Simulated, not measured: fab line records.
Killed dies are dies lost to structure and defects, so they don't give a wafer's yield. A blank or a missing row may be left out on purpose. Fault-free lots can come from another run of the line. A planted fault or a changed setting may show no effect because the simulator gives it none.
fab line records	flow nandHarc
[record] lots = 13	wafers = 39	lastDay = 34
route steps=1302 shown P_CONTACT@217 P_M0@263 END@1302
lots that met no fault: from a run of the same line without faults
startH: hours from the record's opening day to when the first of the lot's shown wafers began	waitH: hours from the lot's prior step to this one	" identical to the entry in the row above	L1.1+2: a single row standing in for several wafers	- no value present, or no start provided	* or withheld: withheld	< > ~ a bound
route shown NAME@n: names a module that has steps shown in the file, with the first one's number in the route	usual: the fault-free wafers' mean and standard deviation	same: alike in all rows	chamber/n: place in a boat	sites: the reading at each site	_std_site: their standard deviation	_edge_site: inner sites' mean taken away from outer sites' mean	radiusMm: for every site, how far away it sits from the centre of the wafer	mask NAME#n: copy n	behind: the tool/chamber that last shaped the wafer	hold: why the lot was held/for how many hours/how that ended	device: the n, p or np transistor that did not switch	end of line: tests run on the same wafers once the route is complete	a step without rows: its recipe alone	killed: not the wafer's yield, but the dies lost to structure and defects at the first sort	map: dies across one wafer; x = killed, . = not, _ = none there
set.NAME: the setting the step ran with; set.NAME@STEP: the setting that earlier step ran with	model.NAME: the simulator's own value behind a step, which no gauge read
steps of the route over a sample of lots; a table a step, a row a wafer
services: when a tool's chamber went out of use (startH, in hours from the record's first day, below 0 if earlier), for how many hours, and the reason
[[steps]]
[step NHARC_P_CONTACT_DEP_30]
[recipe] targetThkA = 300	tempC = 400	targetThkNm = 30	flowSccm = 200	rfW = 450	material = SiNx
[usual] heaterPowerW = 741/95
lot.wafer	tool	chamber	startH	waitH	heaterPowerW
L526.1	pecvd-01	1	126.72	0.1	837
L526.2	"	2	"	"	728
L526.5	"	1	"	"	873
L527.1	pecvd-02	2	131.63	0.1	908
L527.3	"	1	"	"	862
L527.5	"	2	"	"	905
L529.2	pecvd-01	2	155.26	0.1	616
L529.3	"	1	"	"	838
L529.5	"	0	"	"	613
L530.3	pecvd-01	1	162.37	0.1	902
L530.6	"	2	"	"	667
L530.5	"	0	"	"	710
L532.1	pecvd-03	2	183.53	0.1	754
L532.2	"	0	"	"	752
L532.5	"	1	"	"	731
L534.2	pecvd-01	0	208.59	0.1	724
L534.1	"	1	"	"	754
L534.4	"	0	"	"	720
L536.3	pecvd-01	2	234.41	0.1	578
L536.5	"	1	"	"	827
L536.4	"	0	"	"	684
L538.3	pecvd-01	0	263.87	0.1	687
L538.1	"	1	"	"	785
L538.6	"	0	"	"	680
L542.2	pecvd-02	1	282.39	0.1	758
L542.1	"	2	"	"	826
L542.5	"	0	"	"	667
L544.1	pecvd-01	1	307.49	0.1	790
L544.2	"	0	"	"	675
L544.6	"	0	"	"	686
L547.1	pecvd-02	1	338.06	0.1	827
L547.6	"	1	"	"	851
L547.4	"	2	"	"	772
L546.2	pecvd-03	2	338.29	0.1	684
L546.1	"	0	"	"	857
L546.5	"	0	"	"	873
L548.1	pecvd-01	2	348.47	0.1	684
L548.3	"	1	"	"	859
L548.5	"	0	"	"	704
[step NHARC_P_CONTACT_INSPECT_14]
[usual] rawDefectCount = 4.4/2.4
lot.wafer	tool	chamber	startH	waitH	rawDefectCount
L526.1	defectInspect-01	-	128.22	0.0	1
L526.2	"	-	"	"	3
L526.5	"	-	"	"	1
L527.1	defectInspect-02	-	133.17	0.0	3
L527.3	"	-	"	"	8
L527.5	"	-	"	"	6
L529.2	defectInspect-02	-	156.83	0.1	3
L529.3	"	-	"	"	8
L529.5	"	-	"	"	5
L530.3	defectInspect-02	-	163.96	0.0	8
L530.5	"	-	"	"	4
L530.6	"	-	"	"	4
L532.1	defectInspect-02	-	185.03	0.0	2
L532.2	"	-	"	"	3
L532.5	"	-	"	"	0
L534.1	defectInspect-02	-	210.23	0.0	3
L534.2	"	-	"	"	7
L534.4	"	-	"	"	3
L536.3	defectInspect-02	-	235.91	0.0	5
L536.4	"	-	"	"	6
L536.5	"	-	"	"	10
L538.1	defectInspect-01	-	265.50	0.0	8
L538.3	"	-	"	"	3
L538.6	"	-	"	"	4
L542.1	defectInspect-01	-	284.02	0.0	3
L542.2	"	-	"	"	4
L542.5	"	-	"	"	5
L544.1	defectInspect-02	-	309.16	0.0	2
L544.2	"	-	"	"	1
L544.6	"	-	"	"	5
L547.1	defectInspect-02	-	339.70	0.0	7
L547.4	"	-	"	"	7
L547.6	"	-	"	"	6
L546.1	defectInspect-01	-	339.98	0.0	4
L546.2	"	-	"	"	7
L546.5	"	-	"	"	4
L548.1	defectInspect-01	-	350.13	0.0	6
L548.3	"	-	"	"	3
L548.5	"	-	"	"	4
[step NHARC_P_CONTACT_CVD_23]
[recipe] targetThkA = 2000	tempC = 300	pressureTorr = 40	wf6FlowSccm = 40	h2FlowSccm = 1600	arFlowSccm = 1560	timeS = 557	material = W
[usual] chamberPressureTorr = 40.00/0.077	heaterPowerW = 487/33	throttleValvePct = 7.9/0.53
lot.wafer	tool	chamber	startH	waitH	chamberPressureTorr	heaterPowerW	throttleValvePct
L526.2	cvdW-02	1	130.31	-	39.96	546	7.2
L526.1	"	0	"	"	40.02	448	7.6
L526.5	"	0	"	"	39.96	438	8.0
L527.1	cvdW-02	0	135.35	-	40.07	461	7.7
L527.3	"	0	"	"	40.12	460	7.7
L527.5	"	0	"	"	40.01	452	7.9
L529.2	cvdW-01	1	158.92	-	40.01	483	8.8
L529.3	"	0	"	"	39.97	460	8.1
L529.5	"	0	"	"	39.94	474	8.0
L530.3	cvdW-01	0	166.22	-	40.00	482	7.9
L530.5	"	0	"	"	39.98	468	8.1
L530.6	"	1	"	"	39.95	474	8.7
L532.2	cvdW-02	1	187.14	-	40.14	547	6.9
L532.1	"	0	"	"	39.95	452	7.9
L532.5	"	0	"	"	39.84	443	7.9
L534.1	cvdW-02	0	212.49	-	39.94	453	7.9
L534.2	"	1	"	"	39.91	559	7.2
L534.4	"	0	"	"	40.04	462	7.8
L536.3	cvdW-01	1	238.69	-	39.92	483	8.6
L536.4	"	0	"	"	39.89	487	7.9
L536.5	"	0	"	"	40.12	495	8.1
L536.3	cvdW-01	1	239.47	0.7	39.88	466	8.3
L536.4	"	0	"	"	39.93	489	8.0
L536.5	"	0	"	"	40.07	482	8.1
L538.1	cvdW-01	1	267.67	-	40.09	470	8.4
L538.3	"	0	"	"	39.97	472	7.9
L538.6	"	0	"	"	39.94	487	7.8
L538.1	cvdW-01	1	268.76	1.0	39.97	473	8.5
L538.3	"	0	"	"	39.94	491	8.0
L538.6	"	0	"	"	40.02	492	8.0
L542.1	cvdW-02	0	286.14	-	40.04	456	7.5
L542.2	"	1	"	"	40.06	543	6.9
L542.5	"	0	"	"	39.93	474	7.9
L544.2	cvdW-01	1	311.25	-	39.93	466	8.5
L544.1	"	0	"	"	39.97	474	8.0
L544.6	"	0	"	"	39.98	487	8.1
L544.2	cvdW-01	1	312.04	0.7	39.98	474	8.4
L544.1	"	0	"	"	39.98	490	7.7
L544.6	"	0	"	"	39.95	472	8.1
L547.1	cvdW-01	1	341.86	-	40.05	479	8.5
L547.4	"	0	"	"	39.91	487	7.9
L547.6	"	1	"	"	40.05	479	8.5
L546.1	cvdW-02	1	342.50	-	39.93	550	7.1
L546.2	"	0	"	"	39.91	458	7.9
L546.5	"	1	"	"	39.98	539	7.2
L548.1	cvdW-01	1	352.42	-	39.91	479	8.5
L548.3	"	1	"	"	40.12	471	8.3
L548.5	"	0	"	"	40.02	497	8.4
[step NHARC_P_CONTACT_CMP_24]
[recipe] tOverpolishS = 30	targetThkNm = 200
[usual] motorCurrentA = 11.9/1.2	overpolishRunS = 30.000/0.0091	timeToEndpointS = 41.3/2.9
lot.wafer	tool	chamber	startH	waitH	motorCurrentA	overpolishRunS	timeToEndpointS
L526.1	cmp-04	1	130.94	0.5	12.8	30.009	39.7
L526.2	"	0	"	"	13.6	29.996	45.1
L526.5	"	2	"	"	12.5	30.006	46.0
L527.1	cmp-03	2	136.05	0.6	11.6	29.997	45.5
L527.3	"	3	"	"	13.2	29.999	42.8
L527.5	"	0	"	"	12.7	30.008	41.0
L529.2	cmp-02	1	159.57	0.6	10.7	29.997	43.2
L529.3	"	2	"	"	13.2	30.008	34.5
L529.5	"	1	"	"	10.5	30.007	38.0
L530.3	cmp-02	2	166.72	0.4	13.1	30.012	38.5
L530.6	"	1	"	"	10.5	29.996	43.5
L530.5	"	2	"	"	13.2	29.999	34.6
L532.2	cmp-03	0	187.78	0.6	12.7	29.998	39.8
L532.1	"	3	"	"	13.8	30.005	37.6
L532.5	"	0	"	"	12.4	30.017	39.7
L534.2	cmp-03	2	213.14	0.5	11.9	29.998	43.6
L534.1	"	3	"	"	14.1	29.999	41.0
L534.4	"	0	"	"	12.5	29.997	41.2
L536.4	cmp-04	1	240.21	0.6	11.9	29.995	79.9
L536.3	"	3	"	"	10.5	30.003	81.9
L536.5	"	2	"	"	11.7	29.992	84.2
L538.1	cmp-02	1	269.41	0.6	10.5	30.017	78.7
L538.3	"	2	"	"	12.6	30.007	75.1
L538.6	"	1	"	"	10.3	30.006	78.9
L542.1	cmp-04	3	286.79	0.6	11.0	30.003	42.7
L542.2	"	1	"	"	12.2	29.996	40.0
L542.5	"	3	"	"	10.4	30.002	42.0
L544.1	cmp-02	3	312.87	0.6	11.8	29.981	84.2
L544.2	"	1	"	"	10.0	29.990	82.5
L544.6	"	3	"	"	11.2	30.010	84.3
L547.4	cmp-04	1	342.53	0.3	12.4	30.011	40.8
L547.1	"	3	"	"	11.2	29.989	42.5
L547.6	"	1	"	"	12.3	29.988	38.6
L546.1	cmp-04	0	343.20	0.6	13.3	29.994	42.3
L546.2	"	1	"	"	11.5	29.990	41.0
L546.5	"	3	"	"	10.9	30.007	41.0
L548.1	cmp-02	1	352.98	0.5	10.3	29.990	39.7
L548.3	"	0	"	"	10.9	29.997	46.1
L548.5	"	1	"	"	10.2	29.993	39.2
[step NHARC_P_M0_CD_MEAS_09]
[recipe] targetCdNm = 90	landingEnergyEv = 500
[usual] cdNm = 89.7/0.73
lot.wafer	tool	chamber	startH	waitH	cdNm
L526.1	cdSem-03	0	132.24	-	89.2
L526.2	"	0	"	"	90.6
L526.5	"	0	"	"	89.6
L527.1	cdSem-02	0	137.30	-	90.3
L527.3	"	0	"	"	89.9
L527.5	"	0	"	"	90.3
L529.2	cdSem-01	0	160.87	-	88.5
L529.3	"	0	"	"	89.6
L529.5	"	0	"	"	89.4
L530.3	cdSem-02	0	167.88	-	89.2
L530.5	"	0	"	"	90.8
L530.6	"	0	"	"	90.4
L532.1	cdSem-03	0	189.09	-	88.9
L532.2	"	0	"	"	90.2
L532.5	"	0	"	"	91.0
L534.1	cdSem-03	0	214.44	-	90.7
L534.2	"	0	"	"	90.7
L534.4	"	0	"	"	90.7
L536.3	cdSem-01	0	241.41	-	88.9
L536.4	"	0	"	"	88.7
L536.5	"	0	"	"	88.5
L538.1	cdSem-02	0	270.60	-	89.7
L538.3	"	0	"	"	88.5
L538.6	"	0	"	"	90.4
L542.1	cdSem-01	0	288.10	-	88.2
L542.2	"	0	"	"	89.9
L542.5	"	0	"	"	91.3
L544.1	cdSem-01	0	314.26	-	90.1
L544.2	"	0	"	"	89.6
L544.6	"	0	"	"	89.1
L547.1	cdSem-02	0	343.84	-	89.7
L547.4	"	0	"	"	89.7
L547.6	"	0	"	"	89.5
L546.1	cdSem-01	0	344.45	-	90.1
L546.2	"	0	"	"	90.4
L546.5	"	0	"	"	89.7
L548.1	cdSem-03	0	354.28	-	90.7
L548.3	"	0	"	"	91.2
L548.5	"	0	"	"	90.3
[step NHARC_END_SORT_01]
[recipe] tempC = 25
[usual] killedAtArray = 56/17	killedAtOther = 0.9/1.2	killedAtPeriphery = 3.9/2.5	killedDies = 61/17	killedOpen = 3.2/1.8	killedShort = 2.7/1.7
[same] grossDies = 677
lot.wafer	tool	chamber	startH	waitH	killedAtArray	killedAtOther	killedAtPeriphery	killedDies	killedOpen	killedShort
L536.5	prober-01	0	683.57	3.7	44	0	9	53	3	1
L538.6	prober-02	0	714.56	4.0	37	1	2	40	3	4
L544.1	prober-01	0	752.19	2.5	64	1	1	66	2	2
L544.2	prober-01	0	752.97	2.8	52	0	1	53	5	1
L544.6	prober-01	0	756.13	3.9	43	2	4	49	5	4
// killed by level:class
L536.5 A_SLIT:chamberFilmFlake=18 A_CHANNEL_HOLE_D2:chamberFilmFlake=16 P_STI:chamberFilmFlake=6 A_CHANNEL_HOLE_D1:chamberFilmFlake=5 P_M0:geometricParticle:open=1 A_SOURCE_PLATE:geometricParticle:short=1 A_DECK1_JOINT:geometricParticle:open=1 A_CONTACT:geometricParticle:open=1
L538.6 A_SLIT:chamberFilmFlake=14 A_CHANNEL_HOLE_D2:chamberFilmFlake=9 A_CHANNEL_HOLE_D1:chamberFilmFlake=4 A_WL_FILL:geometricParticle:short=2 P_GATE:chamberFilmFlake=2 A_DECK1_JOINT:geometricParticle:short=1 A_CHANNEL_HOLE_D2:geometricParticle:open=1 A_SGD_CUT:geometricParticle:short=1
L544.1 A_CHANNEL_HOLE_D2:chamberFilmFlake=32 A_CHANNEL_HOLE_D1:chamberFilmFlake=14 A_SLIT:chamberFilmFlake=4 A_DECK1_JOINT:chamberFilmFlake=3 A_STAIRCASE:chamberFilmFlake=3 A_CONTACT:chamberFilmFlake=3 A_ONON_D1:geometricParticle:short=1 A_DECK1_JOINT:geometricParticle:open=1
L544.2 A_CHANNEL_HOLE_D1:chamberFilmFlake=19 A_CHANNEL_HOLE_D2:chamberFilmFlake=13 A_DECK1_JOINT:chamberFilmFlake=5 A_STAIRCASE:chamberFilmFlake=4 A_SLIT:chamberFilmFlake=3 A_ONON_D2:geometricParticle:open=2 A_ONON_D1:geometricParticle:short=1 A_ONON_D1:geometricParticle:open=1
L544.6 A_CHANNEL_HOLE_D2:chamberFilmFlake=13 A_SLIT:chamberFilmFlake=8 A_CHANNEL_HOLE_D1:chamberFilmFlake=7 A_ZERO_WELL:chamberFilmFlake=2 A_CHANNEL_FILL_D1:chamberFilmFlake=2 A_STAIRCASE:chamberFilmFlake=2 A_WL_FILL:chamberFilmFlake=2 P_STI:geometricParticle:open=1
[[services]]
tool	chamber	startH	hours	kind
pecvd-01	1	102.79	18.8	repair
cmp-04	-	111.02	4.0	pm
pecvd-02	-	124.25	2.7	repair
pecvd-01	-	130.06	13.0	pm
cmp-02	-	136.65	4.0	pm
cvdW-02	0	140.14	4.9	repair
cvdW-01	0	159.81	2.7	repair
cmp-02	-	171.64	1.3	repair
cmp-03	-	183.57	4.0	pm
cvdW-01	-	185.00	13.0	pm
cmp-04	-	190.41	0.9	repair
cmp-04	-	209.02	4.0	pm
cmp-02	-	221.09	0.4	repair
pecvd-02	-	227.00	13.0	pm
cmp-02	-	234.65	4.0	pm
cmp-03	-	254.41	8.3	repair
cvdW-02	-	269.14	13.0	pm
cmp-04	-	301.83	27.8	repair
cmp-02	-	304.25	3.4	repair
pecvd-01	-	311.06	13.0	pm
cmp-04	-	329.65	4.0	pm
cmp-02	-	332.77	4.0	pm
cvdW-02	0	337.99	4.0	repair
cmp-02	-	339.65	0.8	repair
[[key]]
[firstSign] step = NHARC_P_CONTACT_CVD_23	reading = visit	direction = added
[effect] step = NHARC_P_CONTACT_CMP_24	reading = timeToEndpointS	direction = up	sigmas = 14	usual = *	struck = *
metAt NHARC_P_CONTACT_CVD_23
struckLots L536,L538,L544
testerLeftOut L536,L538,L544
notActingAt NHARC_P_CONTACT_DEP_30,NHARC_P_CONTACT_INSPECT_14,NHARC_P_M0_CD_MEAS_09
[fault] kind = repeatedStepWhole	tool = cvdW-01,cvdW-02	chamber = -	onsetH = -	steps = NHARC_P_CONTACT_CVD_23	times = 1	scope = struckLotsOnly
// testerLeftOut: of these lots the tester's yield and bins aren't shown, on N5 and GAA mostly nor the transistor test; their killed dies are dies lost to structure and defects alone, not to doping, threshold or leakage, so they don't give the yield
